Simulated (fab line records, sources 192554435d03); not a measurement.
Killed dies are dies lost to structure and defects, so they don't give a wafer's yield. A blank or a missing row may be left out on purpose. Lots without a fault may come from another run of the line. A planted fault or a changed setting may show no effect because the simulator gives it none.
Which tool did it? | flow n5_finfet | 24 lots, 72 wafers sampled, at 5 steps of a route of 1938

WHAT THE GAUGES READ, wafer by wafer
N5_BEOL_M2_INSPECT_13: inspects for defects (brightfield).
lot  | measured     | on                | raw_defect_count
L074 | day 6 17:58  | defect_inspect-01 | 510 396 386
L075 | day 7 06:20  | defect_inspect-02 | 483 387 740
L076 | day 7 07:47  | defect_inspect-01 | 520 485 498
L077 | day 7 19:10  | defect_inspect-02 | 315 362 305
L078 | day 7 19:52  | defect_inspect-01 | 548 441 521
L079 | day 8 00:42  | defect_inspect-02 | 527 331 513
L080 | day 8 12:20  | defect_inspect-01 | 394 243 296
L081 | day 8 19:56  | defect_inspect-02 | 504 529 291
L082 | day 9 01:43  | defect_inspect-01 | 641 454 539
L083 | day 9 03:07  | defect_inspect-02 | 338 442 310
L086 | day 9 10:00  | defect_inspect-01 | 631 439 610
L084 | day 9 10:16  | defect_inspect-01 | 531 511 520
L085 | day 9 17:41  | defect_inspect-01 | 582 679 610
L087 | day 10 11:07 | defect_inspect-01 | 446 450 422
L088 | day 10 16:22 | defect_inspect-01 | 446 435 402
L089 | day 10 17:33 | defect_inspect-01 | 443 495 495
L090 | day 11 03:11 | defect_inspect-01 | 567 555 394
L091 | day 11 03:01 | defect_inspect-01 | 398 477 493
L092 | day 11 05:57 | defect_inspect-01 | 677 721 598
L093 | day 11 12:03 | defect_inspect-01 | 401 460 486
L094 | day 12 06:42 | defect_inspect-02 | 541 653 607
L095 | day 12 08:17 | defect_inspect-02 | 479 499 507
L096 | day 12 08:38 | defect_inspect-02 | 441 449 640
L097 | day 12 16:48 | defect_inspect-02 | 566 623 410

WHICH TOOL RAN EACH LOT (tool, then ch and the chambers of the sampled wafers, then the start)
lot  | N5_BEOL_M1_ANNEAL_82         | N5_BEOL_M1_ANNEAL_93         | N5_BEOL_M1_SPUTTER_96        | N5_BEOL_M2_ILD_DEP_00
L074 | pvd_sputter-03, day 6 07:15  | pvd_sputter-03, day 6 08:08  | pvd_sputter-03, day 6 08:29  | pecvd-02 ch 0,2, day 6 11:43
L075 | pvd_sputter-02, day 7 01:36  | pvd_sputter-02, day 7 02:29  | pvd_sputter-02, day 7 02:50  | pecvd-02 ch 0,1,2, day 7 03:59
L076 | pvd_sputter-02, day 7 03:52  | pvd_sputter-02, day 7 04:44  | pvd_sputter-02, day 7 05:06  | pecvd-04 ch 0,1, day 7 06:14
L077 | pvd_sputter-03, day 7 13:16  | pvd_sputter-03, day 7 14:08  | pvd_sputter-03, day 7 14:30  | pecvd-04 ch 0,1,2, day 7 15:59
L078 | pvd_sputter-01, day 7 16:03  | pvd_sputter-01, day 7 16:56  | pvd_sputter-01, day 7 17:17  | pecvd-01 ch 0,1,2, day 7 18:37
L079 | pvd_sputter-02, day 7 21:04  | pvd_sputter-02, day 7 21:56  | pvd_sputter-02, day 7 22:18  | pecvd-04 ch 0,1, day 7 23:34
L080 | pvd_sputter-02, day 8 07:48  | pvd_sputter-02, day 8 08:41  | pvd_sputter-02, day 8 09:02  | pecvd-04 ch 0,1, day 8 10:19
L081 | pvd_sputter-02, day 8 16:15  | pvd_sputter-02, day 8 17:08  | pvd_sputter-02, day 8 17:29  | pecvd-02 ch 0,1,2, day 8 18:37
L082 | pvd_sputter-01, day 8 21:04  | pvd_sputter-01, day 8 21:56  | pvd_sputter-01, day 8 22:18  | pecvd-02 ch 0,1, day 8 23:37
L083 | pvd_sputter-03, day 8 23:41  | pvd_sputter-03, day 9 00:34  | pvd_sputter-03, day 9 00:56  | pecvd-04 ch 0,1,2, day 9 02:05
L086 | pvd_sputter-02, day 9 06:20  | pvd_sputter-02, day 9 07:13  | pvd_sputter-02, day 9 07:34  | pecvd-04 ch 0,1,2, day 9 08:41
L084 | pvd_sputter-01, day 9 06:25  | pvd_sputter-01, day 9 07:17  | pvd_sputter-01, day 9 07:39  | pecvd-04 ch 1,2, day 9 08:47
L085 | pvd_sputter-03, day 9 10:53  | pvd_sputter-03, day 9 11:46  | pvd_sputter-03, day 9 12:08  | pecvd-02 ch 0,1,2, day 9 13:20
L087 | pvd_sputter-03, day 10 05:34 | pvd_sputter-03, day 10 06:27 | pvd_sputter-03, day 10 06:49 | pecvd-04 ch 0,1, day 10 07:59
L088 | pvd_sputter-02, day 10 13:19 | pvd_sputter-02, day 10 14:11 | pvd_sputter-02, day 10 14:33 | pecvd-01 ch 0,2, day 10 15:41
L089 | pvd_sputter-01, day 10 14:14 | pvd_sputter-01, day 10 15:07 | pvd_sputter-01, day 10 15:29 | pecvd-02 ch 0,1, day 10 16:41
L090 | pvd_sputter-03, day 10 22:55 | pvd_sputter-03, day 10 23:47 | pvd_sputter-03, day 11 00:09 | pecvd-01 ch 1,2, day 11 01:32
L091 | pvd_sputter-01, day 10 23:01 | pvd_sputter-01, day 10 23:53 | pvd_sputter-01, day 11 00:15 | pecvd-02 ch 0,1, day 11 01:33
L092 | pvd_sputter-02, day 11 01:01 | pvd_sputter-02, day 11 01:53 | pvd_sputter-02, day 11 02:15 | pecvd-02 ch 0,2, day 11 03:43
L093 | pvd_sputter-03, day 11 07:18 | pvd_sputter-03, day 11 08:11 | pvd_sputter-03, day 11 08:32 | pecvd-04 ch 0, day 11 09:40
L094 | pvd_sputter-01, day 12 01:22 | pvd_sputter-01, day 12 02:14 | pvd_sputter-01, day 12 02:36 | pecvd-01 ch 0,1,2, day 12 03:44
L095 | pvd_sputter-03, day 12 04:25 | pvd_sputter-03, day 12 05:17 | pvd_sputter-03, day 12 05:39 | pecvd-01 ch 0,2, day 12 06:46
L096 | pvd_sputter-02, day 12 04:41 | pvd_sputter-02, day 12 05:34 | pvd_sputter-02, day 12 05:56 | pecvd-02 ch 0,2, day 12 07:04
L097 | pvd_sputter-02, day 12 12:44 | pvd_sputter-02, day 12 13:37 | pvd_sputter-02, day 12 13:59 | pecvd-04 ch 0,1,2, day 12 15:05
- N5_BEOL_M1_ANNEAL_82: time 240 s.
- N5_BEOL_M1_ANNEAL_93: time 240 s.
- N5_BEOL_M1_SPUTTER_96: material Cu, target thk 4.5 nm, time 8.29 s.
- N5_BEOL_M2_ILD_DEP_00: deposits SiOC from DEMS/O2, target thk 79 nm, time 15.3 s.

WHAT THE TOOLS THEMSELVES READ (means of the sampled wafers that have a number; where no wafer has one, the mark that the record gives instead)
N5_BEOL_M1_ANNEAL_82.
lot  | tool           | heater_power_w (W) | susceptor_temp_C (C)
L074 | pvd_sputter-03 | 722                | 399.73
L075 | pvd_sputter-02 | 826                | 400.04
L076 | pvd_sputter-02 | 690                | 399.81
L077 | pvd_sputter-03 | 778                | 400.31
L078 | pvd_sputter-01 | 915                | 399.95
L079 | pvd_sputter-02 | 788                | 399.99
L080 | pvd_sputter-02 | 750                | 400.00
L081 | pvd_sputter-02 | 741                | 399.86
L082 | pvd_sputter-01 | 884                | 399.91
L083 | pvd_sputter-03 | 782                | 399.94
L086 | pvd_sputter-02 | 784                | 400.17
L084 | pvd_sputter-01 | 927                | 400.07
L085 | pvd_sputter-03 | 819                | 400.20
L087 | pvd_sputter-03 | 770                | 399.96
L088 | pvd_sputter-02 | 841                | 399.86
L089 | pvd_sputter-01 | 938                | 399.99
L090 | pvd_sputter-03 | 880                | 399.83
L091 | pvd_sputter-01 | 930                | 399.87
L092 | pvd_sputter-02 | 779                | 400.09
L093 | pvd_sputter-03 | 707                | 400.00
L094 | pvd_sputter-01 | 881                | 400.12
L095 | pvd_sputter-03 | 708                | 400.16
L096 | pvd_sputter-02 | 779                | 399.80
L097 | pvd_sputter-02 | 788                | 400.24

N5_BEOL_M1_ANNEAL_93.
lot  | tool           | heater_power_w (W) | susceptor_temp_C (C)
L074 | pvd_sputter-03 | 723                | 399.97
L075 | pvd_sputter-02 | 827                | 399.79
L076 | pvd_sputter-02 | 707                | 400.03
L077 | pvd_sputter-03 | 766                | 400.13
L078 | pvd_sputter-01 | 903                | 399.85
L079 | pvd_sputter-02 | 783                | 399.92
L080 | pvd_sputter-02 | 744                | 400.07
L081 | pvd_sputter-02 | 753                | 400.06
L082 | pvd_sputter-01 | 881                | 400.01
L083 | pvd_sputter-03 | 787                | 399.93
L086 | pvd_sputter-02 | 794                | 400.12
L084 | pvd_sputter-01 | 930                | 400.03
L085 | pvd_sputter-03 | 830                | 399.91
L087 | pvd_sputter-03 | 778                | 399.89
L088 | pvd_sputter-02 | 825                | 399.86
L089 | pvd_sputter-01 | 923                | 400.06
L090 | pvd_sputter-03 | 871                | 399.96
L091 | pvd_sputter-01 | 923                | 400.05
L092 | pvd_sputter-02 | 779                | 400.08
L093 | pvd_sputter-03 | 716                | 400.04
L094 | pvd_sputter-01 | 881                | 399.98
L095 | pvd_sputter-03 | 709                | 399.93
L096 | pvd_sputter-02 | 782                | 399.96
L097 | pvd_sputter-02 | 785                | 400.07

N5_BEOL_M1_SPUTTER_96.
lot  | tool           | substrate_temp_c (C) | susceptor_temp_C (C) | throttle_valve_pct (%)
L074 | pvd_sputter-03 | -20.12               | -20.08               | 28.6
L075 | pvd_sputter-02 | -19.90               | -20.04               | 28.5
L076 | pvd_sputter-02 | -19.96               | -20.16               | 30.4
L077 | pvd_sputter-03 | -19.91               | -20.14               | 29.3
L078 | pvd_sputter-01 | -19.94               | -20.04               | 29.0
L079 | pvd_sputter-02 | -19.91               | -19.98               | 29.6
L080 | pvd_sputter-02 | -20.07               | -19.98               | 29.2
L081 | pvd_sputter-02 | -20.00               | -19.95               | 29.2
L082 | pvd_sputter-01 | -20.04               | -20.05               | 29.8
L083 | pvd_sputter-03 | -19.97               | -20.03               | 30.1
L086 | pvd_sputter-02 | -19.99               | -19.96               | 29.7
L084 | pvd_sputter-01 | -20.02               | -19.97               | 29.5
L085 | pvd_sputter-03 | -19.97               | -20.07               | 29.3
L087 | pvd_sputter-03 | -19.88               | -20.00               | 29.3
L088 | pvd_sputter-02 | -19.87               | -19.85               | 29.8
L089 | pvd_sputter-01 | -19.99               | -20.01               | 29.5
L090 | pvd_sputter-03 | -19.97               | -20.09               | 29.7
L091 | pvd_sputter-01 | -20.05               | -19.98               | 29.6
L092 | pvd_sputter-02 | -19.98               | -19.96               | 29.7
L093 | pvd_sputter-03 | -19.99               | -19.99               | 28.6
L094 | pvd_sputter-01 | -19.84               | -20.05               | 29.9
L095 | pvd_sputter-03 | -19.88               | -19.97               | 28.0
L096 | pvd_sputter-02 | -20.13               | -19.94               | 29.8
L097 | pvd_sputter-02 | -19.89               | -19.99               | 29.9

N5_BEOL_M2_ILD_DEP_00.
lot  | tool     | heater_power_w (W) | showerhead_plenum_p_Torr (Torr) | susceptor_temp_C (C) | throttle_valve_pct (%)
L074 | pecvd-02 | 479                | 5.681                           | 349.85               | 11.8
L075 | pecvd-02 | 453                | 5.689                           | 349.90               | 12.0
L076 | pecvd-04 | 543                | 5.677                           | 349.98               | 11.8
L077 | pecvd-04 | 522                | 5.689                           | 349.89               | 11.4
L078 | pecvd-01 | 512                | 5.698                           | 350.10               | 12.3
L079 | pecvd-04 | 487                | 5.679                           | 350.08               | 11.9
L080 | pecvd-04 | 517                | 5.678                           | 350.06               | 11.9
L081 | pecvd-02 | 482                | 5.692                           | 349.93               | 11.9
L082 | pecvd-02 | 466                | 5.709                           | 350.24               | 12.0
L083 | pecvd-04 | 535                | 5.686                           | 350.00               | 11.5
L086 | pecvd-04 | 496                | 5.687                           | 350.12               | 11.5
L084 | pecvd-04 | 446                | 5.687                           | 350.06               | 11.4
L085 | pecvd-02 | 484                | 5.695                           | 349.97               | 11.7
L087 | pecvd-04 | 538                | 5.690                           | 350.13               | 12.0
L088 | pecvd-01 | 442                | 5.680                           | 350.13               | 12.0
L089 | pecvd-02 | 454                | 5.703                           | 349.83               | 12.0
L090 | pecvd-01 | 489                | 5.712                           | 350.02               | 11.8
L091 | pecvd-02 | 459                | 5.696                           | 349.84               | 11.9
L092 | pecvd-02 | 526                | 5.675                           | 349.75               | 12.1
L093 | pecvd-04 | 561                | 5.689                           | 350.08               | 11.9
L094 | pecvd-01 | 510                | 5.693                           | 350.01               | 12.4
L095 | pecvd-01 | 467                | 5.699                           | 350.21               | 11.9
L096 | pecvd-02 | 503                | 5.677                           | 349.82               | 12.0
L097 | pecvd-04 | 514                | 5.678                           | 349.82               | 11.3

THE ANSWER, worked out from the rows above alone
Rule: what is usual is taken from the lots themselves. Put in order of their means at a reading, lots are off if they are a third of the lots or fewer, leave a main group of 4 or more, and stand apart from it by a gap of 3 or more times the standard deviation of the main group's means; of several such gaps the widest counts. A main group whose means are all the same, to the digits that the tables above print for the reading, isn't used. A lot without any number at a reading at which 4 lots or more have one is off too. The other lots that the step has rows for count as sound. The gauges are gone through in route order, then the tools' own readings, and for those a lot's mean is taken as printed above. The first step at which some lot is off is used, and at that step the reading that is off furthest; a lot without a number counts as furthest.
No lot is off at any reading shown: from this, nothing can be told.

WHAT THE SIMULATOR HAD PUT IN
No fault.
